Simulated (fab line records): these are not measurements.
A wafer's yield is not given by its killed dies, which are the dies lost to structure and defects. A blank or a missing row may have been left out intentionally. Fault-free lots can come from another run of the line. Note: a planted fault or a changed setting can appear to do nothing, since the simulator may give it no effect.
Chamber matching -- flow nand-harc -- NHARC_P_M1_PRE_CLEAN_32 on pecvd-03: 3 sister chambers
The step time 12 s. 3 wafers are shown with their chamber, then 10 later ones without.

WAFERS, EACH WITH ITS CHAMBER
wafer,chamber,heater-power-w (W)
L088.5,0,672
L091.1,2,665
L091.2,1,538

WAFERS WITH NO CHAMBER GIVEN
wafer,heater-power-w (W)
L091.5,602
L093.1,478
L093.3,698
L093.5,490
L094.3,613
L094.4,528
L094.5,598
L096.1,671
L096.2,585
L096.3,716

WHICH CHAMBER EACH ONE RAN IN
wafer,from the rows above,in truth
L091.5,can't be placed: 2 or 1 or 0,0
L093.1,1,1
L093.3,can't be placed: 0 or 2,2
L093.5,1,1
L094.3,can't be placed: 2 or 0 or 1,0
L094.4,1,1
L094.5,can't be placed: 1 or 2 or 0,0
L096.1,can't be placed: 0 or 2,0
L096.2,can't be placed: 1 or 2 or 0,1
L096.3,can't be placed: 0 or 2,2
Correctly placed: 3 of 10. From these rows, 7 cannot be placed; in 7 the true chamber is one of the candidates. Wrongly placed: 0.
How it was worked out, from the rows above alone: a wafer's distance from a chamber is the root of the sum, over the readings, of the square of ((its reading less the chamber's mean) divided by the reading's scatter). If the next closest chamber is less than 2 further off than the closest, the wafer can't be placed; otherwise it belongs to the closest. Each chamber's mean is taken over the wafers shown for it. The scatter: with one shown wafer a chamber, the root of the mean of the squares of how far each hidden wafer lies from its nearest shown one.
